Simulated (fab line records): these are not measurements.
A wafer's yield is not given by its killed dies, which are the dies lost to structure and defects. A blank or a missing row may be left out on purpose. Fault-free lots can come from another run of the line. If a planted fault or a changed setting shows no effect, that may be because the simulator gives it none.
Matching of chambers || flow n5 finfet || 4 sister chambers for N5_BEOL_M2_ALD_98 on ald sin-03
The step deposits SiO2, target thk 2.5 nm, pulse time 1 s, co reactant pulse time 1 s. 4 wafers are shown with their chamber, then 11 later ones without.

== WAFERS WITH THEIR CHAMBER ==
{"wafer": "L086.2", "chamber": 3, "heater power w (W)": 76}
{"wafer": "L087.4", "chamber": 1, "heater power w (W)": 70}
{"wafer": "L087.6", "chamber": 2, "heater power w (W)": 83}
{"wafer": "L089.2", "chamber": 0, "heater power w (W)": 67}

== WAFERS WITHOUT THEIR CHAMBER ==
{"wafer": "L089.4", "heater power w (W)": 82}
{"wafer": "L089.6", "heater power w (W)": 68}
{"wafer": "L090.1", "heater power w (W)": 69}
{"wafer": "L090.5", "heater power w (W)": 67}
{"wafer": "L090.6", "heater power w (W)": 77}
{"wafer": "L093.3", "heater power w (W)": 69}
{"wafer": "L093.4", "heater power w (W)": 82}
{"wafer": "L093.5", "heater power w (W)": 71}
{"wafer": "L095.1", "heater power w (W)": 68}
{"wafer": "L095.5", "heater power w (W)": 76}
{"wafer": "L095.6", "heater power w (W)": 69}

== WHICH CHAMBER EACH ONE RAN IN ==
{"wafer": "L089.4", "from the rows above": 2, "in truth": 2}
{"wafer": "L089.6", "from the rows above": "can't be placed: 0 or 1", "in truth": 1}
{"wafer": "L090.1", "from the rows above": "can't be placed: 1 or 0", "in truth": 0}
{"wafer": "L090.5", "from the rows above": 0, "in truth": 0}
{"wafer": "L090.6", "from the rows above": 3, "in truth": 3}
{"wafer": "L093.3", "from the rows above": "can't be placed: 1 or 0", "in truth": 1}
{"wafer": "L093.4", "from the rows above": 2, "in truth": 2}
{"wafer": "L093.5", "from the rows above": 1, "in truth": 1}
{"wafer": "L095.1", "from the rows above": "can't be placed: 0 or 1", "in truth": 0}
{"wafer": "L095.5", "from the rows above": 3, "in truth": 3}
{"wafer": "L095.6", "from the rows above": "can't be placed: 1 or 0", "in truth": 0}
Correct placement for 6 of the 11. Can't be placed from these rows: 5 (the true chamber is among the candidates in 5). 0 placed wrongly.
How it was worked out, from the rows above alone: a wafer's distance from a chamber is the root of the sum, over the readings, of the square of ((its reading less the chamber's mean) divided by the reading's scatter). If the next closest chamber is less than 2 further off than the closest, the wafer can't be placed; otherwise it belongs to the closest. For every chamber, the mean is computed from those of its wafers that are shown. The scatter: with one shown wafer a chamber, the root of the mean of the squares of how far each hidden wafer lies from its nearest shown one.
